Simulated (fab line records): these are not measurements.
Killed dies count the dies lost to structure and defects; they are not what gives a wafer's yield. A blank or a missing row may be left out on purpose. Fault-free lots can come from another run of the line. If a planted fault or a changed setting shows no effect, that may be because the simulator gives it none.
Problem report in the 8D (eight disciplines) form, filled by code + flow n5-finfet + the parts of the form that need people (team, actions taken, sign-off) are left out

1. PROBLEM STATEMENT
Mean IOFF_P at N5_BEOL_M4_RC_MEAS_101: 1.38 nA/um over 4 wafers in 3 lots; fault-free wafers: 0.21 nA/um, standard deviation 0.03. Measured from the usual mean, that is +39 standard deviations.
First observed at day 10 11:17: wafer L178.5, on prober-02. The record holds 29 wafers of 10 lots with a number at this step. The rule behind "out" and "out of limits": a value lying over 4 standard deviations away from the usual mean. All remaining wafers that have a number are taken as sound.

2. WHAT IT IS; WHAT IT IS NOT
| question                    | is                                                                          | is not                                                                          |
|-----------------------------|-----------------------------------------------------------------------------|---------------------------------------------------------------------------------|
| which readings at this step | IOFF_P, DIBL_P, IOFF_P_85C, IOFF_P_LIN, ION_P, REXT_P, SS_P, VT_P, VT_P_LVT | DIBL_N, IOFF_N, ION_N, SS_N, VT_N                                               |
| which lots                  | L178, L181, L184                                                            | L168, L169, L174, L175, L177, L187, L189                                        |
| which wafers of those lots  | L178.5, L181.2, L181.5, L184.5                                              | L178.1, L178.3, L184.1, L184.6                                                  |
| read on which gauges        | prober-02                                                                   | prober-01                                                                       |
| when                        | from day 10 11:17                                                           | up to then (17 sound wafers); but 8 sound wafers of L184, L187, L189 came after |

3. SUSPECTS, AND WHAT RULES EACH OUT
Counting: a tool at a process step up to the reading stays a suspect if it ran every lot that is out. Sound lots after the first of them don't rule it out here, since some wafers of a struck lot are sound.
- the gauge at N5_BEOL_M4_RC_MEAS_101: kept. All the wafers that are out were read on prober-02, and no step on other tools shows them out.
- epi-rpcvd-04 at N5_SD_EPI_P_VAPOR_ETCH_44 (etches SiGe30 in NF3/Ar, time 3.3 s): kept. Ran every lot that is out, first one L178 (day 5 21:00); last sound lot up to then L175 (day 5 02:40).
Left after counting: epi-rpcvd-04 at N5_SD_EPI_P_VAPOR_ETCH_44, prober-02 at N5_BEOL_M4_RC_MEAS_101.

4. THE CAUSE (what the simulator had put in)
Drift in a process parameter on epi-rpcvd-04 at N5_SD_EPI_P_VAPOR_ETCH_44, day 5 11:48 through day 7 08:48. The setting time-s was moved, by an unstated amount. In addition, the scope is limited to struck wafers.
2 suspects survive the count, and this tool is in that group.

5. THE CHAIN OF EFFECTS, in route order
Each row: a reading whose mean over the struck wafers that have a number lies more than 3 standard deviations from the usual. Scope: only readings with a usual standard deviation given in the record; hours: median across lots of the time from each lot's start at the first step in this table that gives one to its start at this step; sigmas: change in usual standard deviations.
| hours | step                    | reading            | usual         | on struck wafers | change   | sigmas      |
|-------|-------------------------|--------------------|---------------|------------------|----------|-------------|
| 0     | N5_BEOL_M4_RC_MEAS_101  | DIBL_P             | 35.7 mV/V     | 53.0             | +17.3    | +9.6        |
| 0     | N5_BEOL_M4_RC_MEAS_101  | IOFF_P             | 0.21 nA/um    | 1.38             | +1.17    | +39         |
| 0     | N5_BEOL_M4_RC_MEAS_101  | IOFF_P_85C         | 3.6 nA/um     | 17.8             | +14.2    | +33         |
| 0     | N5_BEOL_M4_RC_MEAS_101  | IOFF_P_LIN         | 0.100 nA/um   | 0.438            | +0.338   | +31         |
| 0     | N5_BEOL_M4_RC_MEAS_101  | IOFF_P_LONG        | 0.00011 nA/um | 0.00014          | +0.00003 | +3.1        |
| 0     | N5_BEOL_M4_RC_MEAS_101  | ION_P              | 462 uA/um     | 543              | +81      | +11         |
| 0     | N5_BEOL_M4_RC_MEAS_101  | REXT_P             | 101.1 ohm.um  | 78.8             | -22.3    | -8.6        |
| 0     | N5_BEOL_M4_RC_MEAS_101  | SS_P               | 73.2 mV/dec   | 77.3             | +4.1     | +6.8        |
| 0     | N5_BEOL_M4_RC_MEAS_101  | VT_P               | -250 mV       | -217             | +33      | +11         |
| 0     | N5_BEOL_M4_RC_MEAS_101  | VT_P_LVT           | -98.4 mV      | -67.4            | +31.0    | +11         |
| 113   | N5_PASSIVATION_PROBE_49 | sort_bin_4_leakage | 0.00 %        | 91.31            | +91.31   | +99 or more |
| 113   | N5_PASSIVATION_PROBE_49 | sort-n-pass        | 1074          | 1                | -1073    | -72         |
| 113   | N5_PASSIVATION_PROBE_49 | sort-yield-pct     | 91.0 %        | 0.1              | -90.9    | -70         |
Its process steps:
- N5_PASSIVATION_PROBE_49

6. WHAT WOULD HAVE CAUGHT IT SOONER
119 hours passed between the start of the fault at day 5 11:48 and the first reading out of limits at a measuring or inspecting step in this record, taken at day 10 11:17.
Tool readings at N5_SD_EPI_P_VAPOR_ETCH_44 with a usual standard deviation given in the record: none out on any struck wafer, hence no alarm at a limit of 4 standard deviations on them.
All the lots that are out (3) had begun N5_SD_EPI_P_VAPOR_ETCH_44 on epi-rpcvd-04 by day 10 11:17. Had the tool been put on hold then, not one of them would have been saved.
